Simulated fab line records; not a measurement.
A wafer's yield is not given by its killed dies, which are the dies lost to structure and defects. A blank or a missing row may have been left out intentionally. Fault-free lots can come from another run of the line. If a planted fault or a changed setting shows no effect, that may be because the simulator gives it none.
fab line records	flow nandHarc
record: lots: 6	wafers: 18	lastDay: 33
route steps=1302 shown P_GATE@157
lots that met no fault: from a run of the same line without faults
startH: start of the lot's first displayed wafer, in hours after the record's first day	waitH: time in hours since the lot's previous step	" repeats the value in the row above	L1.1+2: several wafers, shown together as one row	- value missing, or start not given	* or withheld: withheld	< > ~ a bound
route shown NAME@n: NAME is a module with steps in the file, n the number in the route of the first one	usual: the fault-free wafers' mean and standard deviation	same: alike in all rows	chamber/n: place in a boat	sites: readings site by site	_std_site: standard deviation of those values	_edge_site: outer sites' mean less inner sites'	radiusMm: for every site, how far away it sits from the centre of the wafer	mask NAME#n: copy n	behind: the tool/chamber that last shaped the wafer	hold: cause of the lot's hold/its duration in hours/its outcome	device: whichever transistor did not switch (one of n, p or np)	end of line: the route-end tests of the same wafers	where a step has no rows: the recipe by itself	killed: the dies lost at the first sort to structure and to defects; this is not the yield of the wafer	map: the dies of a wafer, with x for killed, . for not killed, _ for no die there
set.NAME: the run value of the setting; set.NAME@STEP: its run value at that earlier step	model.NAME: the simulator's own value behind a step, which no gauge read
lots at some steps of the route; a table a step, a row a wafer
services: a tool's chamber out of use, with start hour (startH, from the record's first day; less than 0 if before it), hours out, and reason
== steps ==
step: NHARC_P_GATE_STRIP_101
recipe: timeS: 20	o2FlowSccm: 500	arFlowSccm: 0	biasW: 0	chemistry: O2
usual: drypumpMotorCurrentA: 5.8/0.42	o2FlowSccm: 500.2/1.3	oesProductAu: 0.998/0.0085	rfVppV: 57.8/0.91	showerheadPlenumPTorr: 3.54/0.11	throttleValvePct: 17.036/0.0089
same: biasW: 0
lot.wafer	tool	chamber	startH	waitH	drypumpMotorCurrentA	o2FlowSccm	oesProductAu	rfHoursCounterH	rfVppV	showerheadPlenumPTorr	throttleValvePct
L648.2	rieDiel-11	0	103.88	0.1	6.2	500.6	0.992	1	59.2	3.66	17.033
L648.4	"	1	"	"	6.0	498.6	1.013	1	58.9	3.71	17.037
L648.6	"	3	"	"	4.7	500.1	1.004	-	57.7	3.44	17.035
L663.3	rieDiel-09	1	253.63	0.1	5.3	503.2	0.998	6	58.5	3.47	17.036
L663.6	"	0	"	"	5.9	499.8	0.992	-	57.9	3.71	17.041
L663.5	"	1	"	"	5.3	502.4	1.006	-	57.4	3.47	17.038
L664.1	rieDiel-09	3	270.76	0.1	5.8	500.1	1.009	8	57.4	3.50	17.036
L664.4	"	1	"	"	5.3	498.6	0.990	7	58.9	3.47	17.035
L664.6	"	2	"	"	6.1	500.0	0.986	-	57.6	3.61	17.023
L668.1	rieDiel-11	1	311.75	0.1	6.0	498.1	1.003	2	57.5	3.70	17.049
L668.4	"	1	"	"	6.0	499.1	1.004	-	58.1	3.70	17.033
L668.6	"	2	"	"	5.6	501.3	0.985	-	56.9	3.58	17.030
L669.2	rieDiel-03	0	311.86	0.1	5.8	503.4	0.984	1	57.7	3.42	17.046
L669.4	"	2	"	"	6.2	497.3	0.996	0	58.7	3.37	17.038
L669.5	"	3	"	"	5.7	501.0	1.004	-	58.9	3.55	17.027
L670.3	rieDiel-03	0	327.57	0.1	5.8	500.6	0.983	3	56.5	3.42	17.032
L670.4	"	1	"	"	5.8	500.2	0.989	2	57.4	3.41	17.046
L670.1	"	2	"	"	6.2	499.1	1.000	2	55.5	3.37	17.037
step: NHARC_P_GATE_PRECLEAN_97
recipe: timeS: 600	tempC: 120	chemistry: SPM
step: NHARC_P_GATE_SRD_98
step: NHARC_P_GATE_PRECLEAN_99
recipe: timeS: *	tempC: 50	bathAgeMin: 0	chemistry: SC1
step: NHARC_P_GATE_SRD_100
step: NHARC_P_GATE_DEHYDRATE_38
recipe: tempC: 150	timeS: 120
step: NHARC_P_GATE_HMDS_39
recipe: timeS: 30
step: NHARC_P_GATE_COAT_40
recipe: spinRpm: 3000
step: NHARC_P_GATE_SOFTBAKE_41
recipe: tempC: 122	timeS: 95
step: NHARC_P_GATE_EBR_42
step: NHARC_P_GATE_EXPOSE_43
recipe: na: 0.6	targetCdNm: 720	doseMj: 14.81	maskId: P_NSD
step: NHARC_P_GATE_PEB_44
recipe: pebTempC: 118	pebTimeS: 85
step: NHARC_P_GATE_DEVELOP_45
recipe: timeS: 70
lot.wafer	tool	chamber	startH	waitH
L648.2+4+6	lithoTrack-05	0	104	-
L663.3+5+6	lithoTrack-05	0	254	-
L664.1+4+6	lithoTrack-05	0	271	-
L668.1+4+6	lithoTrack-02	0	312	-
L669.2+4+5	lithoTrack-02	0	312	-
L670.1+3+4	lithoTrack-02	0	328	-
step: NHARC_P_GATE_HARDBAKE_47
recipe: tempC: 125	timeS: 80
step: NHARC_P_GATE_DESCUM_48
recipe: timeS: 3	o2FlowSccm: 200	arFlowSccm: 0	biasPowerW: 0	chemistry: O2
usual: drypumpMotorCurrentA: 5.8/0.34	o2FlowSccm: 199.9/0.69	oesProductAu: 0.995/0.009	rfVppV: 57.8/0.9	showerheadPlenumPTorr: 1.91/0.067	throttleValvePct: 11.311/0.0091
lot.wafer	tool	chamber	startH	waitH	drypumpMotorCurrentA	o2FlowSccm	oesProductAu	rfHoursCounterH	rfVppV	showerheadPlenumPTorr	throttleValvePct	model.P_GATE.cdNm
L648.2	rieDiel-11	0	104.96	-	6.2	201.0	1.008	1	58.2	1.99	11.308	721.1
L648.4	"	2	"	"	5.6	200.8	1.003	1	59.0	1.95	11.316	721.6
L648.6	"	1	"	"	6.0	199.2	0.997	-	58.3	2.02	11.322	720.4
L663.3	rieDiel-11	0	254.74	-	6.2	199.6	1.000	9	56.6	1.99	11.301	121.2
L663.5	"	1	"	"	6.0	201.1	1.002	-	57.9	2.01	11.311	120.9
L663.6	"	2	"	"	5.6	200.2	0.992	-	58.9	1.95	11.312	121.6
L664.1	rieDiel-11	1	271.83	-	6.0	200.5	1.003	0	57.1	2.01	11.311	121.9
L664.4	"	0	"	"	6.2	200.0	0.997	0	59.4	1.99	11.312	120.9
L664.6	"	1	"	"	6.0	200.4	0.995	-	58.7	2.01	11.309	121.9
L668.1	rieDiel-11	1	312.87	-	5.9	199.9	1.003	2	57.9	2.01	11.316	720.5
L668.6	"	2	"	"	5.6	200.2	0.984	-	58.7	1.95	11.301	722.3
L668.4	"	0	"	"	6.2	199.5	1.001	-	58.4	1.99	11.318	718.9
L669.2	rieDiel-03	3	313.02	-	5.8	200.0	1.001	1	58.2	1.93	11.305	721.1
L669.4	"	0	"	"	5.8	200.4	0.972	1	57.0	1.85	11.318	719.3
L669.5	"	2	"	"	6.2	199.4	0.978	-	57.1	1.82	11.317	720.4
L670.1	rieDiel-03	2	328.65	-	6.2	199.2	0.997	3	58.1	1.82	11.323	716.1
L670.3	"	3	"	"	5.8	199.7	1.000	3	58.3	1.93	11.330	718.3
L670.4	"	1	"	"	5.7	199.8	0.979	2	57.7	1.84	11.309	716.8
step: NHARC_P_GATE_IMPLANT_49
recipe: energyKev: 30	doseCm2: 3e+15	tiltDeg: 7
step: NHARC_P_GATE_STRIP_111
recipe: powerW: 1500	tempC: 110	timeS: 250	chemistry: N2/H2
usual: drypumpMotorCurrentA: 5.7/0.38	heaterPowerW: 94/11	rfReflPowerW: 24/8
lot.wafer	tool	chamber	startH	waitH	drypumpMotorCurrentA	heaterPowerW	rfHoursCounterH	rfReflPowerW
L648.2	plasmaAsher-02	1	105.36	0.2	5.7	81	4	18
L648.4	"	0	"	"	5.9	92	-	34
L648.6	"	0	"	"	5.9	94	-	32
L663.3	plasmaAsher-01	0	255.18	0.2	6.0	113	-	31
L663.6	"	0	"	"	6.0	117	-	31
L663.5	"	1	"	"	5.0	95	-	12
L664.1	plasmaAsher-02	0	272.20	0.2	5.9	97	3	32
L664.4	"	0	"	"	5.9	95	-	31
L664.6	"	0	"	"	5.9	99	-	32
L668.1	plasmaAsher-01	1	313.27	0.2	5.0	95	26	12
L668.4	"	1	"	"	5.0	95	-	13
L668.6	"	0	"	"	6.0	116	-	30
L669.2	plasmaAsher-02	1	313.40	0.2	5.7	77	11	18
L669.4	"	0	"	"	5.9	97	-	33
L669.5	"	1	"	"	5.8	75	-	18
L670.1	plasmaAsher-02	0	329.02	0.2	5.9	98	14	29
L670.3	"	0	"	"	5.9	97	-	31
L670.4	"	1	"	"	5.7	80	-	18
step: NHARC_P_GATE_STRIP_75
recipe: powerW: 1500	tempC: 250	chemistry: O2
usual: drypumpMotorCurrentA: 5.7/0.37	heaterPowerW: 351/41	rfReflPowerW: 23/8.1
lot.wafer	tool	chamber	startH	waitH	drypumpMotorCurrentA	heaterPowerW	rfHoursCounterH	rfReflPowerW
L648.2	plasmaAsher-02	1	105.66	0.2	5.7	310	4	18
L648.4	"	0	"	"	5.9	347	-	32
L648.6	"	0	"	"	5.9	352	-	31
L663.3	plasmaAsher-01	0	255.40	0.2	6.0	428	-	31
L663.6	"	0	"	"	6.0	426	-	29
L663.5	"	1	"	"	5.0	356	-	12
L664.1	plasmaAsher-02	0	272.50	0.3	5.9	357	3	33
L664.4	"	0	"	"	5.9	363	-	32
L664.6	"	0	"	"	5.9	366	-	31
L668.1	plasmaAsher-01	1	313.53	0.2	5.0	350	26	12
L668.4	"	1	"	"	5.0	358	-	12
L668.6	"	0	"	"	6.0	420	-	30
L669.2	plasmaAsher-02	1	313.71	0.3	5.8	288	11	18
L669.4	"	0	"	"	5.9	375	-	31
L669.5	"	1	"	"	5.7	288	-	18
L670.1	plasmaAsher-02	0	329.32	0.3	5.9	359	14	31
L670.3	"	0	"	"	5.9	350	-	31
L670.4	"	1	"	"	5.7	292	-	18
step: NHARC_P_GATE_STRIP_50
recipe: timeS: 900	tempC: 130	chemistry: SPM
step: NHARC_P_GATE_DEHYDRATE_51
recipe: tempC: 150	timeS: 120
step: NHARC_P_GATE_HMDS_52
recipe: timeS: 30
step: NHARC_P_GATE_COAT_53
recipe: spinRpm: 3000
step: NHARC_P_GATE_SOFTBAKE_54
recipe: tempC: 122	timeS: 95
step: NHARC_P_GATE_EBR_55
step: NHARC_P_GATE_EXPOSE_56
recipe: na: 0.6	targetCdNm: 720	doseMj: 14.81	maskId: P_PSD
step: NHARC_P_GATE_PEB_57
recipe: pebTempC: 118	pebTimeS: 85
step: NHARC_P_GATE_DEVELOP_58
recipe: timeS: 70
step: NHARC_P_GATE_HARDBAKE_60
recipe: tempC: 125	timeS: 80
step: NHARC_P_GATE_DESCUM_61
recipe: timeS: 3	o2FlowSccm: 200	arFlowSccm: 0	biasPowerW: 0	chemistry: O2
step: NHARC_P_GATE_IMPLANT_62
recipe: energyKev: 20	doseCm2: 3e+15	tiltDeg: 7
step: NHARC_P_GATE_STRIP_112
recipe: powerW: 1500	tempC: 110	timeS: 200	chemistry: N2/H2
usual: drypumpMotorCurrentA: 5.6/0.42	heaterPowerW: 96/12	rfReflPowerW: 23/8.4
lot.wafer	tool	chamber	startH	waitH	drypumpMotorCurrentA	heaterPowerW	rfHoursCounterH	rfReflPowerW
L648.2	plasmaAsher-02	0	107.16	0.2	5.9	94	5	31
L648.4	"	1	"	"	5.7	83	-	18
L648.6	"	1	"	"	5.7	80	-	19
L663.3	plasmaAsher-01	1	256.94	0.2	5.0	94	-	13
L663.6	"	1	"	"	5.0	93	-	12
L663.5	"	0	"	"	6.0	112	-	32
L664.1	plasmaAsher-01	0	273.87	0.2	6.0	111	18	33
L664.4	"	0	"	"	6.1	113	-	32
L664.6	"	0	"	"	6.0	113	-	32
L668.1	plasmaAsher-01	0	314.98	0.2	6.0	111	26	31
L668.4	"	0	"	"	6.0	115	-	32
L668.6	"	0	"	"	5.9	113	-	32
L669.2	plasmaAsher-02	1	315.18	0.2	5.7	77	11	18
L669.4	"	0	"	"	5.9	95	-	35
L669.5	"	1	"	"	5.8	76	-	18
L670.1	plasmaAsher-01	0	330.78	0.2	6.0	115	30	32
L670.3	"	0	"	"	6.0	115	-	31
L670.4	"	1	"	"	5.0	96	-	12
step: NHARC_P_GATE_STRIP_76
recipe: powerW: 1500	tempC: 250	chemistry: O2
usual: drypumpMotorCurrentA: 5.6/0.42	heaterPowerW: 359/44	rfReflPowerW: 23/8.5
lot.wafer	tool	chamber	startH	waitH	drypumpMotorCurrentA	heaterPowerW	rfHoursCounterH	rfReflPowerW
L648.2	plasmaAsher-02	0	107.39	0.2	5.9	349	5	29
L648.4	"	1	"	"	5.7	306	-	18
L648.6	"	1	"	"	5.7	303	-	18
L663.3	plasmaAsher-01	1	257.14	0.2	5.0	354	-	12
L663.6	"	1	"	"	5.0	354	-	12
L663.5	"	0	"	"	6.0	415	-	30
L664.1	plasmaAsher-01	0	274.10	0.2	6.0	416	19	33
L664.4	"	0	"	"	6.0	427	-	32
L664.6	"	0	"	"	6.0	426	-	31
L668.1	plasmaAsher-01	0	315.23	0.2	6.0	430	27	30
L668.4	"	0	"	"	6.0	413	-	31
L668.6	"	0	"	"	6.0	425	-	31
L669.2	plasmaAsher-02	1	315.44	0.2	5.7	280	11	18
L669.4	"	0	"	"	5.9	367	-	31
L669.5	"	1	"	"	5.7	291	-	18
L670.1	plasmaAsher-01	0	331.04	0.2	6.0	421	30	31
L670.3	"	0	"	"	6.0	429	-	31
L670.4	"	1	"	"	4.9	353	-	12
step: NHARC_P_GATE_STRIP_63
recipe: timeS: 900	tempC: 130	chemistry: SPM
step: NHARC_P_GATE_DEHYDRATE_83
recipe: tempC: 150	timeS: 120
step: NHARC_P_GATE_HMDS_84
recipe: timeS: 30
step: NHARC_P_GATE_COAT_85
recipe: spinRpm: 3000
step: NHARC_P_GATE_SOFTBAKE_86
recipe: tempC: 122	timeS: 95
step: NHARC_P_GATE_EBR_87
step: NHARC_P_GATE_EXPOSE_88
recipe: na: 0.6	targetCdNm: 2000	doseMj: 11.87	maskId: P_HVN
step: NHARC_P_GATE_PEB_89
recipe: pebTempC: 118	pebTimeS: 85
step: NHARC_P_GATE_DESCUM_93
recipe: timeS: 3	o2FlowSccm: 200	arFlowSccm: 0	biasPowerW: 0	chemistry: O2
usual: drypumpMotorCurrentA: 5.8/0.42	o2FlowSccm: 200.0/0.62	oesProductAu: 0.996/0.0086	rfVppV: 57.8/0.86	showerheadPlenumPTorr: 1.92/0.066	throttleValvePct: 11.311/0.0091
lot.wafer	tool	chamber	startH	waitH	drypumpMotorCurrentA	o2FlowSccm	oesProductAu	rfHoursCounterH	rfVppV	showerheadPlenumPTorr	throttleValvePct	model.P_GATE.cdNm
L648.2	rieDiel-09	2	108.46	-	6.1	198.8	1.001	7	58.6	1.97	11.304	1997
L648.4	"	1	"	"	5.3	199.6	0.998	7	57.9	1.88	11.304	2001
L648.6	"	3	"	"	5.8	199.9	0.986	-	58.1	1.90	11.314	1999
L663.3	rieDiel-09	1	258.23	-	5.3	198.9	1.011	7	57.4	1.88	11.310	121.2
L663.6	"	2	"	"	6.1	200.0	1.003	-	57.8	1.96	11.314	121.6
L663.5	"	3	"	"	5.8	200.0	0.995	-	56.5	1.90	11.320	120.9
L664.4	rieDiel-03	1	275.18	-	5.8	200.9	0.990	10	57.1	1.84	11.314	120.9
L664.1	"	3	"	"	5.7	200.6	0.997	10	57.0	1.93	11.292	121.9
L664.6	"	1	"	"	5.7	200.6	0.987	-	56.8	1.84	11.323	121.9
L668.4	rieDiel-03	2	316.31	-	6.2	200.7	1.000	0	57.0	1.82	11.310	1999
L668.1	"	3	"	"	5.7	199.8	1.001	1	57.5	1.93	11.305	2002
L668.6	"	2	"	"	6.2	201.8	0.992	-	57.0	1.82	11.317	1997
L669.4	rieDiel-09	2	316.52	-	6.1	200.0	0.997	12	58.3	1.96	11.294	1999
L669.2	"	0	"	"	5.9	200.5	0.997	11	58.5	2.02	11.300	2000
L669.5	"	2	"	"	6.1	200.0	0.993	-	57.3	1.96	11.320	1999
L670.4	rieDiel-11	1	331.99	-	6.0	199.6	0.994	3	58.9	2.01	11.313	1999
L670.1	"	2	"	"	5.6	199.4	0.988	3	57.4	1.95	11.295	2004
L670.3	"	0	"	"	6.2	200.3	0.990	3	57.8	1.99	11.302	2003
== services ==
tool	chamber	startH	hours	kind
plasmaAsher-02	0	81.03	-	clean
plasmaAsher-02	1	81.03	-	clean
rieDiel-09	1	101.30	6.2	repair
rieDiel-03	-	104.30	9.0	pm
rieDiel-09	3	111.73	2.7	repair
rieDiel-09	0	119.60	4.2	repair
lithoTrack-05	-	124.00	7.0	pm
rieDiel-09	-	143.10	9.0	pm
plasmaAsher-01	-	165.00	9.0	pm
plasmaAsher-01	0	165.00	9.0	ventCycle
plasmaAsher-01	1	165.00	9.0	ventCycle
plasmaAsher-01	0	174.00	-	clean
plasmaAsher-01	1	174.00	-	clean
rieDiel-11	2	191.29	28.6	repair
lithoTrack-02	-	227.00	7.0	pm
rieDiel-11	2	228.53	4.4	repair
rieDiel-03	0	229.96	5.7	repair
plasmaAsher-02	-	249.03	9.0	pm
rieDiel-11	-	255.75	9.0	pm
rieDiel-09	3	271.37	3.9	repair
rieDiel-03	-	281.30	9.0	pm
lithoTrack-05	-	299.00	7.0	pm
rieDiel-11	3	311.28	1.7	repair
rieDiel-09	-	320.10	9.0	pm
== key ==
firstSign none at tools or gauges
modelEffect: step: NHARC_P_GATE_DESCUM_48	value: P_GATE.cdNm	without: 720.9	struck: 121.4
modelEffect: step: NHARC_P_GATE_DESCUM_93	value: P_GATE.cdNm	without: 1998	struck: 121.4
metAt NHARC_P_GATE_DEVELOP_45
struckWafers L663.3,L663.5,L663.6,L664.1,L664.4,L664.6
laterRowsLeftOut L663.3,L663.5,L663.6,L664.1,L664.4,L664.6
sortLeftOut L663.3,L663.5,L663.6,L664.1,L664.4,L664.6
testerLeftOut L663,L664
onsetBetween 104 254
alsoFits NHARC_P_GATE_STRIP_101:rieDiel-09
fault: kind: processParameterDrift	tool: lithoTrack-05	chamber: -	onsetH: 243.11	steps: NHARC_P_GATE_DEVELOP_45	channel: timeS	offset: *	shape: step	endH: 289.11	actsIn: *	stated: *
testerLeftOut: of these lots the tester's yield and bins aren't shown, on N5 and GAA mostly nor the transistor test; their killed dies are dies lost to structure and defects alone, not to doping, threshold or leakage, so they don't give the yield
sortLeftOut: the simulated sort isn't trusted on such a fault, so these wafers' sort isn't shown, and their yield isn't known
laterRowsLeftOut: the simulator's readings of these wafers behind a module that went badly wrong aren't trusted and aren't shown, but for the sort
